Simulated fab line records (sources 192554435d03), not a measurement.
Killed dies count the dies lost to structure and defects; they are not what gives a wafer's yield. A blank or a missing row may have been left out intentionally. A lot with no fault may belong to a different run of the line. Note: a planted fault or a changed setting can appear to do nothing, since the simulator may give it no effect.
fab line records    flow n5Finfet    part 1 of 2: steps 1 to 19 of 20
[record] lots = 6  wafers = 18  lastDay = 16
route steps=1938 shown HKMG_FIN@394 BEOL_M4@1111 PASSIVATION@1936
lots that met no fault: taken from a fault-free run of the same line
startH: hours from the record's opening day to when the first of the lot's shown wafers began    waitH: hours from the lot's prior step to this one    " unchanged from the row above    L1.1+2: a single row standing in for several wafers    - no value, or no start given    * or withheld: withheld    < > ~ a bound
route shown NAME@n: names a module that has steps shown in the file, with the first one's number in the route    usual: mean/standard deviation of fault-free wafers    same: alike in all rows    chamber/n: place in a boat    sites: readings site by site    _std_site: how widely they spread, as a standard deviation    _edge_site: the outer-site mean with the inner-site mean subtracted    radiusMm: how far each site lies from the wafer's centre    mask NAME#n: copy n    behind: the most recent tool/chamber to have shaped the wafer    hold: cause of the lot's hold/its duration in hours/its outcome    device: the transistor (n, p or np) that didn't switch    end of line: tests run on the same wafers once the route is complete    for a step that has no rows: nothing shown but its recipe    killed: count of dies lost to structure and defects at first sort (not the wafer's yield)    map: a wafer's dies, marking killed ones x, the rest . and places with no die _
set.NAME: the setting that was run; set.NAME@STEP: the one run at that earlier step    model.NAME: the simulator's own value behind a step, which no gauge read
certain route steps with their lots: each step a table, each wafer a row
services: from which hour (startH, from the record's first day; less than 0 if before it) a tool's chamber was out of use, for how many hours, and why
[[steps]]
[step N5_HKMG_FIN_SOFTBAKE_44]
[recipe] tempC = 110  timeS = 60  resist = CAR-ArF
[step N5_HKMG_FIN_EXPOSE_46]
[recipe] maskId = NDIPOLE  na = 1.35  sourceShape = conventional  sigmaOuter = 0.8  polarization = unpolarized  doseMj = 40
[step N5_HKMG_FIN_PEB_47]
[recipe] pebTempC = withheld  pebTimeS = 60  resist = CAR-ArF
[step N5_HKMG_FIN_DEVELOP_48]
[recipe] developTimeS = 30  developer = TMAH  resist = CAR-ArF  rinseLiquid = diw  dry = airSpin  devTempC = 23
[step N5_HKMG_FIN_CD_MEAS_49]
[recipe] targetCdNm = 202  landingEnergyEv = 500  detector = seInlens  polarity = opening
[usual] cdNm = 202.4/0.5
lot.wafer  tool      chamber  startH  waitH  cdNm
L422.1     cdSem-02  0        89.33   -      202.1
L422.3     "         0        "       "      202.3
L422.6     "         0        "       "      202.0
L424.1     cdSem-01  0        103.29  -      203.1
L424.3     "         0        "       "      202.8
L424.5     "         0        "       "      202.2
L429.1     cdSem-03  0        133.47  -      201.8
L429.2     "         0        "       "      202.5
L429.5     "         0        "       "      202.0
L433.1     cdSem-03  0        156.30  -      201.8
L433.4     "         0        "       "      202.5
L433.5     "         0        "       "      202.4
L436.3     cdSem-01  0        172.07  -      202.6
L436.4     "         0        "       "      202.4
L436.5     "         0        "       "      201.9
L437.1     cdSem-01  0        176.83  -      202.8
L437.2     "         0        "       "      202.7
L437.3     "         0        "       "      202.3
[step N5_HKMG_FIN_OVL_MEAS_50]
[recipe] pointsPerWafer = 44
[usual] NDIPOLE_OVL = 0.3/0.89
lot.wafer  tool        chamber  startH  waitH  NDIPOLE_OVL[nm]
L422.1     overlay-02  0        89.36   0.0    0.4
L422.3     "           0        "       "      0.0
L422.6     "           0        "       "      0.9
L424.1     overlay-02  0        103.32  0.0    -0.2
L424.3     "           0        "       "      -0.1
L424.5     "           0        "       "      0.3
L429.1     overlay-02  0        133.50  0.0    0.1
L429.2     "           0        "       "      1.2
L429.5     "           0        "       "      -0.9
L433.1     overlay-02  0        156.33  0.0    -0.8
L433.4     "           0        "       "      1.5
L433.5     "           0        "       "      1.4
L436.3     overlay-01  0        172.10  0.0    1.5
L436.4     "           0        "       "      -0.4
L436.5     "           0        "       "      0.4
L437.1     overlay-01  0        176.86  0.0    0.1
L437.2     "           0        "       "      0.5
L437.3     "           0        "       "      1.1
[step N5_HKMG_FIN_INSPECT_61]
[recipe] mode = adi  inspectInstrument = macro
[usual] rawDefectCount = 2.3/1.4
lot.wafer  tool              chamber  startH  waitH  rawDefectCount
L422.1     defectInspect-01  -        89.38   0.0    4
L422.3     "                 -        "       "      4
L422.6     "                 -        "       "      5
L424.1     defectInspect-02  -        103.34  0.0    1
L424.3     "                 -        "       "      5
L424.5     "                 -        "       "      2
L429.1     defectInspect-02  -        133.53  0.0    3
L429.2     "                 -        "       "      1
L429.5     "                 -        "       "      2
L433.1     defectInspect-02  -        156.35  0.0    1
L433.4     "                 -        "       "      0
L433.5     "                 -        "       "      1
L436.3     defectInspect-01  -        172.13  0.0    2
L436.4     "                 -        "       "      3
L436.5     "                 -        "       "      2
L437.1     defectInspect-01  -        176.88  0.0    2
L437.2     "                 -        "       "      3
L437.3     "                 -        "       "      2
[step N5_HKMG_FIN_DESCUM_53]
[recipe] chemistry = O2  timeS = 7.9  sourcePowerW = 50  biasPowerW = 20  pressureMtorr = 20  rfFrequencyHz = 2.712e+07  tempC = 40  resist = CAR-ArF  o2FlowSccm = 225
[usual] drypumpMotorCurrentA = 5.5/0.48  oesProductAu = 0.81/0.11  rfVppV = 242.9/1.5  showerheadPlenumPTorr = 2.08/0.078  throttleValvePct = 20.43/0.27
lot.wafer  tool        chamber  startH  waitH  drypumpMotorCurrentA  oesProductAu  rfHoursCounterH  rfVppV  showerheadPlenumPTorr  throttleValvePct
L422.1     rieDiel-03  3        89.42   0.0    5.1                   0.78          113              245.3   2.17                   20.24
L422.3     "           2        "       "      5.8                   0.73          187              242.7   2.09                   20.47
L422.6     "           0        "       "      6.1                   0.98          -                241.9   2.07                   20.67
L424.1     rieDiel-03  2        103.72  0.4    5.9                   0.72          191              241.6   2.09                   20.47
L424.3     "           0        "       "      6.1                   0.95          6                242.5   2.07                   20.69
L424.5     "           3        "       "      5.1                   0.76          -                246.4   2.17                   20.21
L429.1     rieDiel-03  3        133.74  0.2    5.2                   0.75          128              244.1   2.17                   20.25
L429.2     "           0        "       "      6.1                   0.92          17               242.1   2.06                   20.70
L429.5     "           2        "       "      5.8                   0.71          -                242.2   2.09                   20.47
L433.1     rieDiel-02  3        156.62  0.3    5.3                   0.93          20               245.4   2.23                   20.27
L433.4     "           1        "       "      6.4                   0.68          247              242.3   2.06                   20.13
L433.5     "           0        "       "      5.1                   0.71          -                240.5   1.97                   20.82
L436.3     rieDiel-02  2        172.49  0.4    5.1                   0.85          57               242.5   2.05                   20.32
L436.4     "           0        "       "      5.1                   0.70          -                240.6   1.97                   20.84
L436.5     "           2        "       "      5.1                   0.84          -                242.2   2.05                   20.32
L437.1     rieDiel-02  0        176.91  0.0    5.1                   0.70          218              241.6   1.97                   20.82
L437.2     "           3        "       "      5.3                   0.91          29               245.8   2.23                   20.29
L437.3     "           2        "       "      5.1                   0.85          59               242.7   2.04                   20.30
[step N5_HKMG_FIN_ETCH_54]
[recipe] chemistry = CF4  target = SiARC  targetDepthA = 455  maskMaterial = CAR-ArF  timeS = 75.8  ionEnergyEv = 80  pressureMtorr = 40  sourceW = 545  biasW = 36  Ar_flow_sccm = 100  cf4FlowSccm = 100  ends = cleared
[usual] drypumpMotorCurrentA = 5.5/0.48  etchRfOnTimeS = 75.6/1.3  mfcArSccm = 99.97/0.28  oesProductAu = 0.69/0.09  rfVppV = 184.0/1.2  showerheadPlenumPTorr = 2.13/0.075  throttleValvePct = 15.6/0.31
lot.wafer  tool        chamber  startH  waitH  drypumpMotorCurrentA  etchRfOnTimeS  mfcArSccm  oesProductAu  rfHoursCounterH  rfVppV  showerheadPlenumPTorr  throttleValvePct
L422.1     rieDiel-03  3        89.45   0.0    5.1                   75.9           100.14     0.66          113              185.7   2.25                   15.7
L422.3     "           2        "       "      5.8                   76.1           100.23     0.63          187              183.6   2.12                   15.6
L422.6     "           0        "       "      6.1                   74.9           99.91      0.83          -                184.2   2.10                   15.7
L424.1     rieDiel-03  2        103.75  0.0    5.8                   76.1           99.61      0.62          191              184.0   2.12                   15.6
L424.3     "           0        "       "      6.1                   74.6           99.77      0.82          6                182.7   2.10                   15.7
L424.5     "           3        "       "      5.1                   76.7           100.15     0.66          -                185.6   2.25                   15.7
L429.1     rieDiel-03  3        133.77  0.0    5.1                   76.3           99.66      0.65          128              184.7   2.25                   15.7
L429.2     "           0        "       "      6.1                   73.4           100.28     0.79          18               185.5   2.10                   15.7
L429.5     "           2        "       "      5.9                   76.2           100.12     0.62          -                183.2   2.11                   15.6
L433.1     rieDiel-02  3        156.65  0.0    5.3                   74.0           100.20     0.79          20               185.9   2.26                   15.3
L433.4     "           1        "       "      6.4                   79.0           99.31      0.57          247              184.2   2.11                   15.5
L433.5     "           0        "       "      5.1                   75.8           100.22     0.61          -                182.3   2.04                   16.1
L436.3     rieDiel-02  2        172.52  0.0    5.1                   75.4           99.45      0.72          57               183.6   2.08                   15.4
L436.4     "           0        "       "      5.1                   76.6           99.15      0.60          -                183.9   2.04                   16.1
L436.5     "           2        "       "      5.1                   75.9           99.86      0.73          -                182.7   2.08                   15.4
L437.1     rieDiel-02  0        176.95  0.0    5.1                   76.3           100.03     0.61          218              182.8   2.04                   16.1
L437.2     "           3        "       "      5.3                   74.1           99.73      0.79          29               185.9   2.26                   15.3
L437.3     "           2        "       "      5.1                   74.4           100.48     0.72          59               182.7   2.08                   15.4
[step N5_HKMG_FIN_ETCH_55]
[recipe] chemistry = N2/H2  target = SOC  targetDepthA = 2400  tempC = 40  timeS = 300  ionEnergyEv = 200  maskMaterial = SiARC  pressureMtorr = 30  sourceW = 840  biasW = 150  n2FlowSccm = 200  h2FlowSccm = 200
[usual] drypumpMotorCurrentA = 5.5/0.48  oesProductAu = 0.81/0.11  rfVppV = 523.6/2.7  showerheadPlenumPTorr = 2.53/0.092  throttleValvePct = 17.8/0.31
lot.wafer  tool        chamber  startH  waitH  drypumpMotorCurrentA  oesProductAu  rfHoursCounterH  rfVppV  showerheadPlenumPTorr  throttleValvePct
L422.1     rieDiel-03  3        89.51   0.0    5.2                   0.77          113              527.2   2.68                   17.8
L422.3     "           2        "       "      5.8                   0.73          188              522.6   2.53                   17.9
L422.6     "           0        "       "      6.1                   0.98          -                522.9   2.50                   18.0
L424.1     rieDiel-03  2        103.81  0.0    5.9                   0.73          191              524.2   2.53                   17.9
L424.3     "           0        "       "      6.1                   0.95          6                525.1   2.50                   18.0
L424.5     "           3        "       "      5.2                   0.77          -                526.8   2.68                   17.9
L429.1     rieDiel-03  3        133.83  0.0    5.2                   0.75          128              525.9   2.67                   17.9
L429.2     "           0        "       "      6.1                   0.94          18               522.3   2.49                   18.0
L429.5     "           2        "       "      5.9                   0.72          -                523.1   2.52                   18.0
L433.1     rieDiel-02  3        156.71  0.0    5.3                   0.94          20               529.0   2.69                   17.5
L433.4     "           1        "       "      6.4                   0.68          247              522.3   2.50                   17.6
L433.5     "           0        "       "      5.1                   0.72          -                519.6   2.41                   18.2
L436.3     rieDiel-02  2        172.58  0.0    5.1                   0.84          57               522.2   2.49                   17.8
L436.4     "           0        "       "      5.1                   0.71          -                519.9   2.40                   18.2
L436.5     "           2        "       "      5.1                   0.84          -                523.7   2.49                   17.8
L437.1     rieDiel-02  0        177.01  0.0    5.1                   0.72          218              518.6   2.40                   18.2
L437.2     "           3        "       "      5.3                   0.92          29               529.1   2.69                   17.5
L437.3     "           2        "       "      5.1                   0.85          59               522.2   2.49                   17.8
[step N5_HKMG_FIN_STRIP_56]
[recipe] chemistry = N2/H2  tempC = 40  n2FlowSccm = 200  h2FlowSccm = 200  rfFrequencyHz = 6e+07
[step N5_HKMG_FIN_STRIP_57]
[recipe] chemistry = CF4  resist = SiARC  powerW = 300  biasPowerW = 75  pressureMtorr = 50  cf4FlowSccm = 150  rfFrequencyHz = 6e+07
[usual] drypumpMotorCurrentA = 5.5/0.48  oesProductAu = 0.80/0.097  rfVppV = 270.9/1.6  showerheadPlenumPTorr = 1.78/0.061  throttleValvePct = 13.6/0.32
lot.wafer  tool        chamber  startH  waitH  drypumpMotorCurrentA  oesProductAu  rfHoursCounterH  rfVppV  showerheadPlenumPTorr  throttleValvePct
L422.1     rieDiel-03  3        89.70   0.0    5.2                   0.76          113              273.6   1.89                   13.7
L422.3     "           2        "       "      5.9                   0.72          188              269.9   1.77                   13.6
L422.6     "           0        "       "      6.1                   0.96          -                270.7   1.76                   13.6
L424.1     rieDiel-03  2        104.00  0.0    5.9                   0.72          191              271.2   1.77                   13.6
L424.3     "           0        "       "      6.1                   0.93          7                269.9   1.76                   13.6
L424.5     "           3        "       "      5.1                   0.76          -                273.8   1.89                   13.7
L429.1     rieDiel-03  3        134.02  0.0    5.1                   0.75          128              273.5   1.89                   13.7
L429.2     "           0        "       "      6.1                   0.90          18               269.4   1.76                   13.6
L429.5     "           2        "       "      5.8                   0.72          -                271.0   1.77                   13.6
L433.1     rieDiel-02  3        156.90  0.0    5.3                   0.92          20               272.4   1.89                   13.2
L433.4     "           1        "       "      6.4                   0.70          247              271.4   1.77                   13.5
L433.5     "           0        "       "      5.1                   0.71          -                268.9   1.71                   14.1
L436.3     rieDiel-02  2        172.77  0.0    5.1                   0.83          57               271.7   1.74                   13.4
L436.4     "           0        "       "      5.1                   0.71          -                269.1   1.71                   14.1
L436.5     "           2        "       "      5.1                   0.83          -                271.8   1.74                   13.3
L437.1     rieDiel-02  0        177.20  0.0    5.1                   0.70          218              268.3   1.71                   14.1
L437.2     "           3        "       "      5.3                   0.91          29               273.0   1.88                   13.2
L437.3     "           2        "       "      5.1                   0.83          59               269.9   1.74                   13.4
[step N5_HKMG_FIN_ETCH_58]
[recipe] chemistry = N2/H2  target = SOC  targetDepthA = 2158  ionEnergyEv = 50  biasW = 13  timeS = 741  pressureMtorr = 30  sourceW = 875  n2FlowSccm = 200  h2FlowSccm = 200
[usual] drypumpMotorCurrentA = 5.5/0.48  oesProductAu = 0.81/0.11  rfVppV = 98.9/0.98  showerheadPlenumPTorr = 2.53/0.092  throttleValvePct = 17.8/0.31
lot.wafer  tool        chamber  startH  waitH  drypumpMotorCurrentA  oesProductAu  rfHoursCounterH  rfVppV  showerheadPlenumPTorr  throttleValvePct  model.etch.depthNm  model.HKMG_FIN.featureDepthNm  model.SOC_of_HKMG_FIN_COAT_41.thkNm
L422.1     rieDiel-03  3        89.72   0.0    5.2                   0.77          113              100.1   2.68                   17.8              215.1               215.2                          84.2
L422.3     "           2        "       "      5.9                   0.73          188              99.2    2.53                   17.9              216                 216                            85
L422.6     "           0        "       "      6.2                   0.98          -                99.3    2.50                   17.9              221.1               221                            78
L424.1     rieDiel-03  2        104.02  0.0    5.9                   0.73          191              98.2    2.53                   17.9              213.9               213.8                          86.6
L424.3     "           0        "       "      6.1                   0.94          7                97.0    2.50                   17.9              219.2               219.2                          80.8
L424.5     "           3        "       "      5.1                   1.10          -                100.5   2.68                   17.8              359.8               359.8                          0
L429.1     rieDiel-03  3        134.04  0.0    5.2                   0.76          128              99.6    2.67                   17.9              213.2               213.2                          88
L429.2     "           0        "       "      6.1                   0.93          18               99.9    2.49                   17.9              222.8               222.8                          77.2
L429.5     "           2        "       "      5.9                   1.03          -                99.1    2.52                   17.9              362.7               362.6                          0
L433.1     rieDiel-02  3        156.92  0.0    5.3                   0.94          20               98.6    2.69                   17.4              222.3               222.4                          77.4
L433.4     "           1        "       "      6.4                   0.68          247              99.8    2.50                   17.5              206.2               206.2                          95.4
L433.5     "           0        "       "      5.1                   0.72          -                98.8    2.41                   18.1              214.3               214.4                          86.2
L436.3     rieDiel-02  2        172.79  0.0    5.1                   0.84          58               99.8    2.49                   17.7              215.7               215.6                          84
L436.4     "           0        "       "      5.1                   0.71          -                98.1    2.40                   18.2              212.9               212.8                          86.8
L436.5     "           2        "       "      5.1                   0.83          -                98.1    2.49                   17.7              214.8               214.8                          86.2
L437.1     rieDiel-02  0        177.22  0.0    5.1                   0.69          218              96.6    2.40                   18.2              211.5               211.6                          89.2
L437.2     "           3        "       "      5.3                   0.92          29               99.7    2.69                   17.4              219.3               219.2                          80.2
L437.3     "           2        "       "      5.2                   0.84          59               97.7    2.49                   17.7              215.4               215.4                          84.2
[step N5_HKMG_FIN_STRIP_93]
[recipe] chemistry = N2/H2  material = SOC  timeS = 20  powerW = 500  tempC = 40  pressureMtorr = 50  rfFrequencyHz = 6e+07  biasPowerW = 8  h2Frac = 0.5  n2FlowSccm = 300  h2FlowSccm = 300
[usual] drypumpMotorCurrentA = 5.5/0.49  oesProductAu = 0.81/0.11  rfVppV = 54.3/0.97  showerheadPlenumPTorr = 3.34/0.12  throttleValvePct = 18.9/0.43
lot.wafer  tool        chamber  startH  waitH  drypumpMotorCurrentA  oesProductAu  rfHoursCounterH  rfVppV  showerheadPlenumPTorr  throttleValvePct  model.SOC_of_HKMG_FIN_COAT_41.thkNm
L422.1     rieDiel-03  3        90.15   0.2    5.2                   0.77          113              55.1    3.53                   19.1              74
L422.3     "           2        "       "      5.9                   0.72          188              53.8    3.34                   19.3              75
L422.6     "           0        "       "      6.1                   0.97          -                54.0    3.31                   19.1              67.6
L424.1     rieDiel-03  2        104.44  0.2    5.9                   0.72          191              53.1    3.34                   19.4              76.8
L424.3     "           0        "       "      6.1                   0.94          7                54.1    3.30                   19.1              70.6
L424.5     "           3        "       "      5.2                   0.77          -                54.7    3.53                   19.1              0
L429.1     rieDiel-03  3        134.46  0.2    5.2                   0.75          129              54.1    3.52                   19.1              78
L429.2     "           0        "       "      6.1                   0.92          18               54.0    3.30                   19.1              67
L429.5     "           2        "       "      5.9                   0.70          -                55.3    3.34                   19.4              0
L433.1     rieDiel-02  3        157.35  0.2    5.3                   0.94          21               54.2    3.55                   18.4              67
L433.4     "           1        "       "      6.4                   0.67          247              53.5    3.30                   18.5              85.6
L433.5     "           0        "       "      5.1                   0.71          -                52.1    3.18                   19.1              76
L436.3     rieDiel-02  2        173.21  0.2    5.2                   0.85          58               53.7    3.29                   19.0              73.6
L436.4     "           0        "       "      5.1                   0.70          -                54.2    3.18                   19.1              76.8
L436.5     "           2        "       "      5.2                   0.85          -                55.3    3.29                   19.0              76
L437.1     rieDiel-02  0        177.64  0.2    5.1                   0.70          218              55.1    3.18                   19.1              79
L437.2     "           3        "       "      5.3                   0.92          30               54.7    3.54                   18.4              69.8
L437.3     "           2        "       "      5.2                   0.84          60               54.1    3.29                   19.0              74
[step N5_HKMG_FIN_WET_ETCH_76]
[recipe] chemistry = dNH4OH  mix = 1:50  tempC = 25  target = Al2O3  stopOn = La2O3  targetDepthNm = 2.25  dry = ipaMarangoni  rinseTimeS = 30  rinseTempC = 23
[step N5_HKMG_FIN_STRIP_60]
[recipe] chemistry = N2/H2  powerW = 2500  tempC = 300  h2Frac = 0.65  timeS = 360  pressureMtorr = withheld  n2FlowSccm = 1750  h2FlowSccm = 3250
[usual] drypumpMotorCurrentA = 5.6/0.44  heaterPowerW = 527/33
lot.wafer  tool            chamber  startH  waitH  drypumpMotorCurrentA  heaterPowerW  rfHoursCounterH
L422.1     plasmaAsher-02  0        90.30   0.0    5.6                   516           40
L422.3     "               0        "       "      5.6                   536           -
L422.6     "               0        "       "      5.7                   525           -
L424.1     plasmaAsher-01  0        104.59  0.0    5.0                   494           87
L424.3     "               0        "       "      5.1                   497           -
L424.5     "               1        "       "      6.1                   572           -
L429.1     plasmaAsher-01  1        134.62  0.0    6.1                   574           94
L429.2     "               0        "       "      5.1                   494           94
L429.5     "               0        "       "      5.1                   498           -
L433.1     plasmaAsher-01  0        157.50  0.0    5.1                   503           98
L433.4     "               0        "       "      5.1                   495           -
L433.5     "               1        "       "      6.1                   554           -
L436.3     plasmaAsher-01  1        173.49  0.1    6.1                   575           -
L436.4     "               0        "       "      5.1                   494           -
L436.5     "               1        "       "      6.1                   566           -
L437.1     plasmaAsher-01  1        177.80  0.0    6.1                   587           104
L437.2     "               0        "       "      5.1                   499           104
L437.3     "               0        "       "      5.1                   500           -
[step N5_HKMG_FIN_WET_ETCH_77]
[recipe] chemistry = dHCl  mix = 1:10000  tempC = 25  target = La2O3  stopOn = HfO2  targetDepthNm = 2
lot.wafer   tool         chamber  startH  waitH  model.Al2O3_of_HKMG_FIN_ALD_75.thkNm
L422.1+3+6  wetBench-03  7,6,0    90.69   0.3    1
L424.1+3    wetBench-03  7,5      104.98  0.3    1
L424.5      "            3        "       "      0
L429.1+2    wetBench-02  3,5      135.01  0.3    1
L429.5      "            2        "       "      0
L433.1+4+5  wetBench-02  5,1,0    157.88  0.3    1
L436.3+4+5  wetBench-03  7,0,3    173.75  0.1    1
L437.1+2+3  wetBench-03  4,0,6    178.19  0.3    1
[step N5_HKMG_FIN_WET_ETCH_78]
[recipe] chemistry = dNH4OH  mix = 1:50  tempC = 25  target = Al2O3  stopOn = La2O3  targetDepthNm = 4.5  dry = ipaMarangoni  rinseTimeS = 30  rinseTempC = 23
[step N5_BEOL_M4_RC_MEAS_101]
[usual] DIBL_N = 35.8/1.5  DIBL_P = 35.9/1.8  IOFF_N = 0.152/0.025  IOFF_P = 0.21/0.031  ION_N = 672/11  ION_P = 462/7.4  SS_N = 71.5/0.52  SS_P = 73.2/0.54  VT_N = 250/3  VT_P = -250/3.3
lot.wafer  tool       chamber  startH  waitH  DIBL_N[mV/V]  DIBL_P[mV/V]  IOFF_N[nA/um]  IOFF_P[nA/um]  ION_N[uA/um]  ION_P[uA/um]  SS_N[mV/dec]  SS_P[mV/dec]  VT_N[mV]  VT_P[mV]
L422.1     prober-01  0        178.53  0.0    35.7          33.7          0.129          0.16           669           461           71.3          72.9          254       -256
L422.3     "          0        "       "      37.3          35.2          0.144          0.18           661           450           70.8          73.3          252       -254
L422.6     "          0        "       "      36.7          33.4          0.127          0.15           661           450           71.7          73.0          255       -257
L424.1     prober-02  0        202.21  0.0    35.4          34.0          0.139          0.20           665           460           71.3          72.9          250       -247
L424.3     "          0        "       "      37.5          35.9          0.173          0.24           673           463           71.0          73.0          247       -245
L424.5     "          0        "       "      35.8          33.8          0.145          0.21           669           463           71.4          73.2          249       -247
L429.1     prober-01  0        239.21  0.0    37.3          34.8          0.157          0.20           658           452           71.4          73.3          251       -253
L429.2     "          0        "       "      37.0          34.5          0.139          0.20           677           461           71.0          74.2          253       -250
L429.5     "          0        "       "      36.4          33.4          0.132          0.18           666           457           71.2          73.0          252       -254
L433.1     prober-01  0        246.32  0.0    35.7          35.7          0.149          0.20           672           463           71.2          73.1          250       -252
L433.4     "          0        "       "      33.6          33.1          0.120          0.17           662           451           71.3          72.5          252       -255
L433.5     "          0        "       "      34.6          34.6          0.135          0.18           679           467           71.5          72.9          251       -254
L437.1     prober-02  0        271.44  0.0    32.3          33.9          0.127          0.18           663           456           71.3          71.4          252       -251
L437.2     "          0        "       "      35.1          37.7          0.185          0.25           683           467           71.7          73.6          247       -248
L437.3     "          0        "       "      33.5          34.7          0.147          0.20           671           459           71.0          72.7          249       -250
L436.3     prober-01  0        285.21  0.3    35.5          35.8          0.171          0.21           661           456           71.7          73.2          246       -249
L436.4     "          0        "       "      36.2          37.2          0.177          0.23           693           470           70.9          73.8          246       -248
L436.5     "          0        "       "      36.6          37.0          0.176          0.22           672           458           71.3          74.2          248       -248
[[key]]
firstSign none at tools or gauges
[modelEffect] step = N5_HKMG_FIN_ETCH_58  value = etch.depthNm  without = 213.8  struck = 361.2
[modelEffect] step = N5_HKMG_FIN_STRIP_93  value = SOC_of_HKMG_FIN_COAT_41.thkNm  without = 76.6  struck = 0
[modelEffect] step = N5_HKMG_FIN_WET_ETCH_77  value = Al2O3_of_HKMG_FIN_ALD_75.thkNm  without = 1  struck = 0
metAt N5_HKMG_FIN_ETCH_58
struckWafers L424.5,L429.5
onsetBetween 89.72 104.02
[fault] kind = processParameterDrift  tool = rieDiel-03  chamber = -  onsetH = 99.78  steps = N5_HKMG_FIN_ETCH_58  channel = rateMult  offset = 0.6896  shape = step  endH = 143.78  scope = struckWafersOnly
